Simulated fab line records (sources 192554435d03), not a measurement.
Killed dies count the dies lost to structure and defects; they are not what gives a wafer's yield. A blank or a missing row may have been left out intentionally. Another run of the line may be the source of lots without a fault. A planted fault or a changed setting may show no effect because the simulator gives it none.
A struck lot beside a sound one + flow n5-finfet + 15 out of 1938 route steps
Sound: these wafers, L509.2, L509.3, L509.6. Struck: wafer L512.2. (L512.1, L512.5 of the same lot were not struck and are left out.) The cause comes at the end.
For every step that has rows: the tool of each side, followed by ch and its chambers, followed by its first start. Under that, the readings that differ: sound wafers + struck wafers + difference of the means + sigmas: that difference in standard deviations of wafers without a fault.
alike: readings whose means differ by less than 2 such deviations, and words and numbers that are the same on both sides. not compared: withheld readings, readings that some wafer has no value for, bounds like >300 that may hide the same value, and numbers for which the record gives no deviation and whose values overlap.
Wherever a step has rows on one side only, a row that says differs or no value, or a row with sigmas, the two part there. When numbers do not overlap yet have no deviation, they are printed without sigmas and do not part them. A reading that every wafer of one side lacks parts them only if that side has two wafers or more.

N5_HKMG_FIN_ETCHBACK_68: etches the open film in Cl2/Ar, stops on HfO2, target depth 0.5 nm.
  sound on rie-metal-03 ch 1, day 5 18:37; struck on rie-metal-03 ch 1, day 6 11:43
  alike: drypump-motor-current-A, he-backside-leak-sccm, mfc-ar-sccm, oes-product-au, throttle-valve-pct
  not compared: rf-hours-counter-h
then, 2 steps without rows for these wafers: N5_HKMG_FIN_STRIP_69 (strips in N2/H2, time 360 s); N5_HKMG_FIN_ALD_21 (deposits TiN, target thk 1.5 nm, pulse time 1 s, purge time 3 s).
N5_HKMG_FIN_ALD_72: deposits W, target thk 2 nm, pulse time 1 s, purge time 2 s.
  sound on cvd-w-02 ch 1, day 5 19:31; struck on cvd-w-01 ch 1, day 6 12:37
  alike: heater-power-w, precursor-pulse-height-rel
N5_HKMG_FIN_W_FILL_22: material W, target thk 60 nm, time 18.2 s.
  sound on cvd-w-02 ch 1, day 5 19:35; struck on cvd-w-01 ch 1, day 6 12:40
| reading                | sound          | struck | difference | sigmas |
|------------------------|----------------|--------|------------|--------|
| throttle-valve-pct (%) | 18.0 18.2 18.2 | 19.4   | +1.3       | +2     |
  alike: heater-power-w
then, 3 steps without rows for these wafers: N5_HKMG_FIN_PRECLEAN_83 (cleans in DIW, time 57.5 s); N5_HKMG_FIN_SRD_84 (dry time 32 s); N5_HKMG_FIN_CMP_23 (polishes, stops on SiNx, t overpolish 10 s, target thk 46.326 nm).
N5_HKMG_FIN_CMP_94: polishes, stops on SiNx, t overpolish 4.7 s, target thk 43.299 nm.
  sound on cmp-02 ch 0,1,2, day 5 20:28; struck on cmp-02 ch 1, day 6 13:19
  alike: motor-current-A, platen-rpm
  not compared: pad-life-wafers
N5_HKMG_FIN_INSPECT_28: inspects for defects (darkfield).
  sound on defect-inspect-02 at day 5 20:39; struck on defect-inspect-01 at day 6 13:29
  alike: raw-defect-count
N5_GATE_CUT_ETCHBACK_00: etches W in SF6/Cl2.
  sound on rie-metal-03 ch 0,1, day 5 20:41; struck on rie-metal-03 ch 0, day 6 13:32
  alike: drypump-motor-current-A, he-backside-leak-sccm, oes-product-au, throttle-valve-pct
  not compared: rf-hours-counter-h
N5_GATE_CUT_ETCH_56: etches TiN in Cl2/Ar, target depth 21.6 nm.
  sound on rie-metal-03 ch 0,1, day 5 20:48; struck on rie-metal-03 ch 0, day 6 13:39
| reading                  | sound             | struck | difference | sigmas |
|--------------------------|-------------------|--------|------------|--------|
| bias-w (W)               | 60.05 60.07 59.86 | 47.35  | -12.64     | -70    |
| mfc-ar-sccm (sccm)       | 59.96 60.04 59.91 | 60.52  | +0.55      | +3     |
| model.etch.depth-nm (nm) | 21.22 21.17 21.25 | 19.75  | -1.46      |        |
  alike: drypump-motor-current-A, he-backside-leak-sccm, oes-product-au, throttle-valve-pct
  not compared: rf-hours-counter-h
then, 1 step without rows for these wafers: N5_GATE_CUT_ETCHBACK_30 (etches TiN in Cl2/Ar, target depth 3 nm).
-- a jump in the record: the struck wafers' starts before and after are 4 days apart (it breaks off in module GATE_CUT and resumes in module BEOL_M4, where the first step shown is number 1111 of the route) --
N5_BEOL_M4_RC_MEAS_101:
  sound on prober-01 ch 0, day 9 20:31; struck on prober-01 ch 0, day 10 07:58
  alike: DIBL_N, DIBL_P, IOFF_N, IOFF_P, ION_N, ION_P, SS_N, SS_P, VT_N, VT_P
N5_PASSIVATION_PROBE_49:
  rows exist in the record for the sound wafers here (prober-01, day 14 09:10), none for the struck ones

== WHERE THEY PART ==
At N5_HKMG_FIN_W_FILL_22 first; at N5_PASSIVATION_PROBE_49 last (within this record only).

WHY: the cause the simulator had injected
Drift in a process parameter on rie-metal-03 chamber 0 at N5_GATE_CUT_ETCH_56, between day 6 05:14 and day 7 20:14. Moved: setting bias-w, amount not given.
